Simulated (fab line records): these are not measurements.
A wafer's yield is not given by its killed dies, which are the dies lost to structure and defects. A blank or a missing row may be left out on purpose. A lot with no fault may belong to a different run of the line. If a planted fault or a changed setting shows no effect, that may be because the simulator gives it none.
Split-lot study	flow n5-finfet	route with 1938 steps; 7 lots, 21 wafers read

## ABOUT THE SPLIT
At N5_BEOL_M5_ETCH_41 (etches SiCN in CH3F/O2, target depth 31.5 nm, time 56.7 s), the setting source-w was moved away from the recipe's 395 W on 6 of the 21 wafers read, by -16.4% to +8.3%. All remaining wafers had this setting at the recipe value.

Reading taken at the split's own step.

## THE READING
rf-vpp-V, in V, at N5_BEOL_M5_ETCH_41 (etches SiCN in CH3F/O2, target depth 31.5 nm, time 56.7 s). Fault-free wafers of this fab line usually give 297.3 V, standard deviation 1.8 V.

wafer	tool, chamber at the split	source-w as run, W	against the recipe	rf-vpp-V, V	against lot-mates on the recipe
L075.2	rie-diel-05, 2	417.4	+5.7%	294.1	-2.6
L075.3	rie-diel-05, 1	395	recipe	296.7	-
L075.6	rie-diel-05, 2	417.4	+5.7%	292.3	-4.4
L077.1	rie-diel-05, 2	395	recipe	297.6	-
L077.2	rie-diel-05, 0	395	recipe	299.0	-
L077.5	rie-diel-05, 2	395	recipe	298.5	-
L078.4	rie-diel-05, 0	395	recipe	297.1	-
L078.5	rie-diel-05, 2	395	recipe	296.8	-
L078.6	rie-diel-05, 1	395	recipe	298.9	-
L081.1	rie-diel-05, 2	395	recipe	298.9	-
L081.3	rie-diel-05, 3	395	recipe	299.7	-
L081.5	rie-diel-05, 0	395	recipe	299.2	-
L082.1	rie-diel-05, 2	395	recipe	299.7	-
L082.2	rie-diel-05, 0	395	recipe	297.5	-
L082.5	rie-diel-05, 1	395	recipe	298.3	-
L090.2	rie-diel-04, 0	395	recipe	296.0	-
L090.4	rie-diel-04, 2	427.9	+8.3%	288.6	-7.4
L090.6	rie-diel-04, 2	427.9	+8.3%	289.3	-6.7
L093.4	rie-diel-06, 0	395	recipe	297.7	-
L093.5	rie-diel-06, 3	330.1	-16.4%	315.5	+17.8
L093.6	rie-diel-06, 2	330.1	-16.4%	316.4	+18.7

FIT RESULTS
A straight line over all 21 wafers: rf-vpp-V changes by -1.07 V for each +1% of source-w; r = -0.99; the points scatter about the line by 1.1 V.
The same after taking each lot's own level away (the mean of its wafers on the recipe; 21 wafers): -1.02 V for each +1%; r = -0.99; scatter 1.1 V.
On that fit, the largest move of source-w shifts the reading by 17 V.
The lots' own levels span 296.00 to 299.27 V, that is 1.8 times the standard deviation above.
The two slopes are in agreement: the lot-to-lot level therefore moves the slope only a little.
Check: +16.8 V against its lot-mates is what the line predicts for one of the wafers moved furthest among these (-16.4%) when that wafer is left out of the fit. It came out at +17.8 V against them.
Tool readings at the split's step, against how far the setting was moved: rf-vpp-V r = -0.99.

## THESE WAFERS: OTHER SPLITS
Before the reading, these wafers also passed through other splits. Each is held against what the fit with the lots' levels taken away leaves over:
other split on the same wafers	wafers away from the commonest value	r with rf-vpp-V (lot level and that fit taken away)
N5_BEOL_M3_COAT_67 spin-rpm	5	-0.33
N5_BEOL_M3_COAT_68 spin-rpm	7	+0.06
N5_BEOL_M5_TRENCH_ETCH_37 bias-w	5	-0.17

## THE WHOLE CHAIN: every reading that the file lists as answering this split, in the file's order
step	what it does	reading	change (the file's fit)	r (the file's)
N5_BEOL_M5_ETCH_41	etches SiCN in CH3F/O2, target depth 31.5 nm, time 56.7 s	rf-vpp-V	-1.02 V for each +1% of the setting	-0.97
N5_BEOL_M5_ETCH_41	etches SiCN in CH3F/O2, target depth 31.5 nm, time 56.7 s	etch.depth-nm (the simulator's own value, which no gauge read)	+0.0925 nm for each +1% of the setting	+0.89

## FILE'S OWN FIT
rf-vpp-V changes by -1.02 V for each +1% of source-w, r = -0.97.
